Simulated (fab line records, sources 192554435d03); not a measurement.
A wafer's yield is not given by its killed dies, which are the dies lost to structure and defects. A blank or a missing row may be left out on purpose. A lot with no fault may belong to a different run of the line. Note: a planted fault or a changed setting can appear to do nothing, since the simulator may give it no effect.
Matching of chambers -- flow n5-finfet -- 4 sister chambers for N5_BEOL_M1_VIA_ETCH_34 on rie-diel-04
The step etches the open film in C4F6/O2, target depth 67.8 nm, time 64.4 s. 22 wafers are shown with their chamber, then 11 later ones without.

## WAFERS, EACH WITH ITS CHAMBER
wafer,chamber,drypump-motor-current-A (A),showerhead-plenum-p-Torr (Torr),rf-vpp-V (V)
L075.1,2,6.5,2.78,662
L075.2,0,5.6,2.78,671
L075.3,1,5.9,2.94,677
L076.1,1,5.9,2.94,677
L076.3,2,6.5,2.78,663
L076.4,0,5.6,2.78,669
L080.1,2,6.5,2.77,661
L080.3,1,5.9,2.93,679
L080.5,1,5.9,2.93,677
L081.2,0,5.6,2.77,670
L081.3,1,5.9,2.93,678
L081.6,3,5.1,2.86,657
L083.3,2,6.5,2.77,658
L083.5,2,6.6,2.77,658
L083.6,0,5.6,2.77,669
L084.2,2,6.5,2.77,657
L084.5,3,5.1,2.85,655
L084.6,0,5.6,2.77,668
L089.1,2,6.5,2.77,657
L089.5,0,5.6,2.77,668
L089.6,3,5.1,2.85,657
L091.1,2,6.5,2.77,657

SIGNATURES (averages over the wafers above)
reading,chamber 0,chamber 1,chamber 2,chamber 3,scatter within a chamber
drypump-motor-current-A,5.600,5.900,6.513,5.100,0.022
showerhead-plenum-p-Torr,2.7733,2.9340,2.7725,2.8533,0.00511
rf-vpp-V,669.17,677.60,659.12,656.33,1.76
Rule: for each reading, subtract the chamber's mean from the wafer's reading, divide by that reading's scatter and square the result; add these up over the readings and take the root, which gives the wafer's distance from the chamber. If the next closest chamber is less than 2 further off than the closest, the wafer can't be placed; otherwise it belongs to the closest. The scatter is the square root of a quotient: the sum, over the shown wafers, of each reading's squared deviation from its chamber's mean, divided by wafers minus chambers.

## WAFERS WITHOUT THEIR CHAMBER
wafer,drypump-motor-current-A (A),showerhead-plenum-p-Torr (Torr),rf-vpp-V (V)
L091.4,5.6,2.77,668
L091.5,6.5,2.77,657
L094.1,6.6,2.76,656
L094.4,6.5,2.76,658
L094.5,5.1,2.84,655
L095.2,5.1,2.84,656
L095.4,5.6,2.76,668
L095.6,6.5,2.76,658
L096.1,5.9,2.92,678
L096.5,6.5,2.76,656
L096.6,5.1,2.84,656

## CHAMBER TAKEN BY EACH
wafer,from the rows above,in truth
L091.4,0,0
L091.5,2,2
L094.1,2,2
L094.4,2,2
L094.5,3,3
L095.2,3,3
L095.4,0,0
L095.6,2,2
L096.1,1,1
L096.5,2,2
L096.6,3,3
Correct placement for 11 of the 11. Number that these rows cannot place: 0. Number placed wrongly: 0.
